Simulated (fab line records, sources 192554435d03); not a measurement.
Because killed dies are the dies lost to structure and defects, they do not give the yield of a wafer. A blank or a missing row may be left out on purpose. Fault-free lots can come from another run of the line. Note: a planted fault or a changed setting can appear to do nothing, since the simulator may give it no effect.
Comparing a struck lot with a sound one -- flow n5Finfet -- 18 out of 1938 route steps
Sound: the wafers L934.1, L934.2, L934.6. Wafers struck: L942.2, L942.3, L942.4. The cause is named last.
Order at every step that has rows: each side's tool, ch and its chambers, its first start. Under that, the readings that differ: sound wafers -- struck wafers -- difference of the means -- sigmas: that difference in standard deviations of wafers without a fault.
alike: a reading whose means differ by less than 2 such deviations, as well as words and numbers matching on both sides. not compared: withheld readings; readings where some wafer has no value; bounds like >300 that might hide an equal value; numbers whose values overlap and for which the record gives no deviation.
Wherever a step has rows on one side only, a row that says differs or no value, or a row with sigmas, the two part there. When numbers do not overlap yet have no deviation, they are printed without sigmas and do not part them. Lack of a reading on every wafer of one side parts them only where that side has two or more wafers.

first, 2 steps without rows for these wafers: N5_BEOL_M3_STRIP_65 (strips in N2/H2); N5_BEOL_M3_STRIP_75 (strips in N2/H2).
N5_BEOL_M3_STRIP_66: strips in CF4.
  sound on rieDiel-01 ch 0,3, day 7 03:34; struck on rieDiel-04 ch 0,1,2, day 9 10:07
  alike: drypumpMotorCurrentA, oesProductAu, rfVppV, showerheadPlenumPTorr, throttleValvePct
  not compared: rfHoursCounterH
N5_BEOL_M3_HM_OPEN_17: chemistry Cl2/BCl3, target TiN, target depth 20 nm, overetch 6 nm.
  sound on rieMetal-02 ch 0,1, day 7 03:37; struck on rieMetal-01 ch 0,1, day 9 10:10
reading,sound,struck,difference,sigmas
drypumpMotorCurrentA (A),5.5 5.4 5.5,6.4 6.4 5.8,+0.7,+2
  alike: oesProductAu, throttleValvePct
  not compared: rfHoursCounterH
N5_BEOL_M3_STRIP_19: strips in O2.
  sound on rieDiel-01 ch 0,3, day 7 03:43; struck on rieDiel-03 ch 0,2,3, day 9 10:24
  alike: drypumpMotorCurrentA, oesProductAu, rfVppV, showerheadPlenumPTorr, throttleValvePct
  not compared: rfHoursCounterH
N5_BEOL_M3_CD_MEAS_18: pitch 36 nm, target cd 18 nm.
  sound: cdSem-02 at day 7 03:47; struck: cdSem-02 at day 9 10:28
  alike: cdNm
then, 6 steps without rows for these wafers: N5_BEOL_M3_COAT_67 (time 60 s, resist thk 60 nm); N5_BEOL_M3_COAT_68 (time 60 s, resist thk 12 nm); N5_BEOL_M3_COAT_76 (time 60 s, resist thk 5 nm); N5_BEOL_M3_COAT_22 (resist thk 30 nm); N5_BEOL_M3_EBR_24; N5_BEOL_M3_SOFTBAKE_23 (time 60 s).
N5_BEOL_M3_EXPOSE_25: exposes mask V2, defocus 5 nm.
  sound on euvScanner-01 ch 0, day 7 04:05; struck on euvScanner-01 ch 0, day 9 10:40
reading,sound,struck,difference,sigmas
exposureDoseMJCm2,62.84 62.91 62.97,58.95 58.92 58.93,-3.97,-63
  alike: mask
then, 2 steps without rows for these wafers: N5_BEOL_M3_PEB_26 (peb time 60 s); N5_BEOL_M3_DEVELOP_27 (develop time 30 s).
N5_BEOL_M3_CD_MEAS_28: target cd 25.7 nm, target cd y 23.3 nm.
  sound on cdSem-01 ch 0, day 7 04:14; struck on cdSem-03 ch 0, day 9 10:47
reading,sound,struck,difference,sigmas
cdNm (nm),25.63 25.89 25.63,24.35 24.78 24.70,-1.11,-5
N5_BEOL_M3_OVL_MEAS_29:
  sound on overlay-01 ch 0, day 7 04:16; struck on overlay-02 ch 0, day 9 10:50
  alike: V2_OVL
N5_BEOL_M4_RC_MEAS_101:
  sound on prober-02 ch 0, day 8 01:55; struck on prober-01 ch 0, day 10 08:20
  alike: DIBL_N, DIBL_P, IOFF_N, IOFF_P, ION_N, ION_P, SS_N, SS_P, VT_N, VT_P

== WHERE THEY PART ==
Last at N5_BEOL_M3_CD_MEAS_28 as far as this record goes, first at N5_BEOL_M3_HM_OPEN_17. Later steps at which nothing parts them and some readings are alike: N5_BEOL_M3_OVL_MEAS_29, N5_BEOL_M4_RC_MEAS_101.

WHY: what the simulator had put in
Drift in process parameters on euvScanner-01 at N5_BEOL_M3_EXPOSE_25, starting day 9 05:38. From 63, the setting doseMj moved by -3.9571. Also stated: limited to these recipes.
